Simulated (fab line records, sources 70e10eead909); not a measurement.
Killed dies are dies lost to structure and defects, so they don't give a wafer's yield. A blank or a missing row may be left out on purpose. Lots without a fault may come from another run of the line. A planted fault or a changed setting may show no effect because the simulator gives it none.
Chamber matching | flow nand_harc | NHARC_A_CONTACT_ETCH_88 on rie_diel-12: 4 sister chambers
The step etches the open film in CF4, target depth 39 nm, time 65 s. 17 wafers are shown with their chamber, then 8 later ones without.

WAFERS WITH THEIR CHAMBER
wafer  | chamber | showerhead_plenum_p_Torr (Torr) | drypump_motor_current_A (A) | oes_product_au (a.u.)
L941.3 | 0       | 1.91                            | 5.5                         | 0.984
L941.4 | 2       | 1.86                            | 5.8                         | 0.998
L941.6 | 3       | 1.85                            | 5.4                         | 0.988
L950.4 | 0       | 1.90                            | 5.5                         | 0.995
L950.6 | 1       | 1.79                            | 6.0                         | 1.003
L949.4 | 3       | 1.84                            | 5.4                         | 0.997
L949.5 | 0       | 1.90                            | 5.6                         | 0.991
L955.2 | 1       | 1.78                            | 6.0                         | 0.998
L955.4 | 2       | 1.86                            | 5.7                         | 1.020
L955.5 | 3       | 1.84                            | 5.4                         | 0.999
L958.2 | 2       | 1.86                            | 5.8                         | 1.021
L958.4 | 1       | 1.78                            | 6.0                         | 1.000
L958.6 | 3       | 1.84                            | 5.4                         | 0.992
L960.1 | 1       | 1.78                            | 6.0                         | 1.005
L960.2 | 2       | 1.86                            | 5.8                         | 1.025
L960.4 | 0       | 1.90                            | 5.6                         | 0.998
L961.2 | 3       | 1.84                            | 5.4                         | 1.001

SIGNATURES (means of the wafers above)
reading                  | chamber 0 | chamber 1 | chamber 2 | chamber 3 | scatter within a chamber
showerhead_plenum_p_Torr | 1.9025    | 1.7825    | 1.8600    | 1.8420    | 0.00421
drypump_motor_current_A  | 5.550     | 6.000     | 5.775     | 5.400     | 0.0367
oes_product_au           | 0.99200   | 1.00150   | 1.01600   | 0.99540   | 0.00733
Rule: a wafer's distance from a chamber is the root of the sum, over the readings, of the square of ((its reading less the chamber's mean) divided by the reading's scatter). The wafer belongs to the nearest chamber; if the next one is less than 2 further off, it can't be placed. The scatter: the root of (the sum of the squares of (reading less its chamber's mean) over the shown wafers, divided by (wafers less chambers)).

WAFERS WITHOUT THEIR CHAMBER
wafer  | showerhead_plenum_p_Torr (Torr) | drypump_motor_current_A (A) | oes_product_au (a.u.)
L961.5 | 1.86                            | 5.8                         | 1.021
L961.6 | 1.84                            | 5.4                         | 0.993
L963.4 | 1.85                            | 5.8                         | 1.007
L963.5 | 1.78                            | 6.0                         | 1.006
L963.6 | 1.89                            | 5.6                         | 1.002
L964.3 | 1.78                            | 6.0                         | 0.988
L964.5 | 1.78                            | 6.0                         | 1.004
L964.6 | 1.85                            | 5.8                         | 1.007

WHICH CHAMBER EACH WENT THROUGH
wafer  | from the rows above | in truth
L961.5 | 2                   | 2
L961.6 | 3                   | 3
L963.4 | 2                   | 2
L963.5 | 1                   | 1
L963.6 | 0                   | 0
L964.3 | 1                   | 1
L964.5 | 1                   | 1
L964.6 | 2                   | 2
Placed correctly: 8 of 8. Can't be placed from these rows: 0. Placed wrongly: 0.
